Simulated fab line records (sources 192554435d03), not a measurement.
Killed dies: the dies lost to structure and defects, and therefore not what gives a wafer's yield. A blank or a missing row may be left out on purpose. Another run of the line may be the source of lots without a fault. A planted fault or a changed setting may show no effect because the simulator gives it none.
Matching of chambers + flow n5 finfet + N5_FIN_SAQP_MANDREL2_REMOVE_60 on rie si-01: 4 sister chambers
The step chemistry HBr/Cl2/O2, target a-Si, stops on SiNx, bt time 10 s. 4 wafers are shown with their chamber, then 8 later ones without.

## EACH WAFER AND ITS CHAMBER
| wafer  | chamber | throttle valve pct (%) |
|--------|---------|------------------------|
| L262.5 | 2       | 36.88                  |
| L269.5 | 1       | 36.67                  |
| L269.6 | 0       | 36.55                  |
| L270.2 | 3       | 36.47                  |

## WAFERS WHOSE CHAMBER IS MISSING
| wafer  | throttle valve pct (%) |
|--------|------------------------|
| L270.5 | 36.47                  |
| L270.6 | 36.88                  |
| L272.1 | 36.49                  |
| L272.2 | 36.58                  |
| L272.3 | 36.90                  |
| L273.1 | 36.89                  |
| L273.4 | 36.68                  |
| L273.6 | 36.47                  |

## THE CHAMBER EACH PASSED THROUGH
| wafer  | from the rows above | in truth |
|--------|---------------------|----------|
| L270.5 | 3                   | 3        |
| L270.6 | 2                   | 2        |
| L272.1 | 3                   | 3        |
| L272.2 | 0                   | 0        |
| L272.3 | 2                   | 2        |
| L273.1 | 2                   | 2        |
| L273.4 | 1                   | 1        |
| L273.6 | 3                   | 3        |
Correctly placed: 8 of 8. Not placeable from these rows: 0. Placed wrongly: 0.
How it was worked out, from the rows above alone: a wafer's distance from a chamber is the root of the sum, over the readings, of the square of ((its reading less the chamber's mean) divided by the reading's scatter). The wafer belongs to the nearest chamber; if the next one is less than 2 further off, it can't be placed. For every chamber, the mean is computed from those of its wafers that are shown. The scatter: root of mean squared gap, hidden wafer to nearest shown wafer, with one shown wafer a chamber.
